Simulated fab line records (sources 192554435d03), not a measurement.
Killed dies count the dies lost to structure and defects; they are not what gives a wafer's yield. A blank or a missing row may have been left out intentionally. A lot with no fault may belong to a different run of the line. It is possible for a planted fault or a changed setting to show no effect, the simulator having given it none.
Code-filled problem report in 8D (eight disciplines) form || flow n5_finfet || the parts of the form that need people (team, actions taken, sign-off) are left out

1. WHAT WENT WRONG
Mean of killed_at_M0_to_M3 at N5_PASSIVATION_PROBE_49: 1120 across 3 wafers in 3 lots; on wafers with no fault it is 31 (standard deviation 10). So: +99 or more standard deviations from the usual mean.
First seen on wafer L581.6, day 16 04:44, on prober-01. The record holds 29 wafers of 11 lots with a number at this step. The rule behind "out" and "out of limits": a value lying over 4 standard deviations away from the usual mean. The other wafers with a number count as sound.

2. WHAT THIS IS AND IS NOT
{"question": "which readings at this step", "is": "killed_at_M0_to_M3, defect_limited_yield, killed_dies, killed_on_rim, sort_bin_5_function, sort_n_pass", "is not": "killed_at_contacts, killed_at_front_end, killed_at_other, killed_short, sort_bin_6_memory, sort_bin_8_speed"}
{"question": "which lots", "is": "L581, L583, L585", "is not": "L567, L568, L569, L571, L572, L573, L575, L576"}
{"question": "which wafers of those lots", "is": "L581.6, L583.6, L585.3", "is not": "L581.4, L583.2, L585.1, L585.4"}
{"question": "read on which tools", "is": "prober-01, prober-02", "is not": "-"}
{"question": "when", "is": "from day 16 04:44", "is not": "up to then (23 sound wafers); but 3 sound wafers of L583, L585 came after"}

3. SUSPECTS, AND WHAT RULES EACH OUT
Counting: if a tool at a process step up to the reading ran every lot that is out, it stays a suspect. Sound lots after the first of them don't rule it out here, since some wafers of a struck lot are sound.
- pecvd-01 at N5_BEOL_M0_SAQP_PECVD_00 (deposits SiCN from 3MS/NH3, target thk 8 nm, time 14 s): kept. Ran every lot that is out, first one L581 (day 9 02:41); last sound lot up to then L576 (day 7 18:41).
Left after counting: pecvd-01 at N5_BEOL_M0_SAQP_PECVD_00.

4. THE CAUSE (what the simulator had put in)
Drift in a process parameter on pecvd-01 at N5_BEOL_M0_SAQP_PECVD_00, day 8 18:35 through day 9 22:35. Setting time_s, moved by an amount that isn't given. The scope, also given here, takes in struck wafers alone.
Only this tool survived the counting.

5. THE EFFECT CHAIN, in route order
Each row: a reading whose mean over the struck wafers that have a number lies more than 3 standard deviations from the usual. Only readings whose record carries a usual standard deviation are examined. hours: median over the lots of the time between each lot's start at the first step of this table that gives one and its start at this step. sigmas: the change, counted in usual standard deviations.
{"hours": 0, "step": "N5_PASSIVATION_PROBE_49", "reading": "defect_limited_yield", "usual": "91.2 %", "on struck wafers": 0.0, "change": -91.2, "sigmas": -61}
{"hours": 0, "step": "N5_PASSIVATION_PROBE_49", "reading": "killed_at_M0_to_M3", "usual": 31, "on struck wafers": 1120, "change": "+1089", "sigmas": "+99 or more"}
{"hours": 0, "step": "N5_PASSIVATION_PROBE_49", "reading": "killed_dies", "usual": 104, "on struck wafers": 1180, "change": "+1076", "sigmas": "+60"}
{"hours": 0, "step": "N5_PASSIVATION_PROBE_49", "reading": "killed_on_rim", "usual": 14, "on struck wafers": 152, "change": "+138", "sigmas": "+34"}
{"hours": 0, "step": "N5_PASSIVATION_PROBE_49", "reading": "sort_bin_5_function", "usual": "5.1 %", "on struck wafers": 97.1, "change": "+92.0", "sigmas": "+84"}
{"hours": 0, "step": "N5_PASSIVATION_PROBE_49", "reading": "sort_n_pass", "usual": 1076, "on struck wafers": 0, "change": -1076, "sigmas": -60}
The process steps in it:
- N5_PASSIVATION_PROBE_49

6. WHAT WOULD HAVE CAUGHT IT SOONER
In this record the first reading out of limits was taken at day 16 04:44, 178 hours after the fault began at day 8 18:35.
Tool readings at N5_BEOL_M0_SAQP_PECVD_00 with a usual standard deviation given in the record: none out on any struck wafer, hence no alarm at a limit of 4 standard deviations on them.
The start of N5_BEOL_M0_SAQP_PECVD_00 on pecvd-01 came by day 16 04:44 for every one of the lots that are out (3). A hold on the tool at that time would have spared none of them.
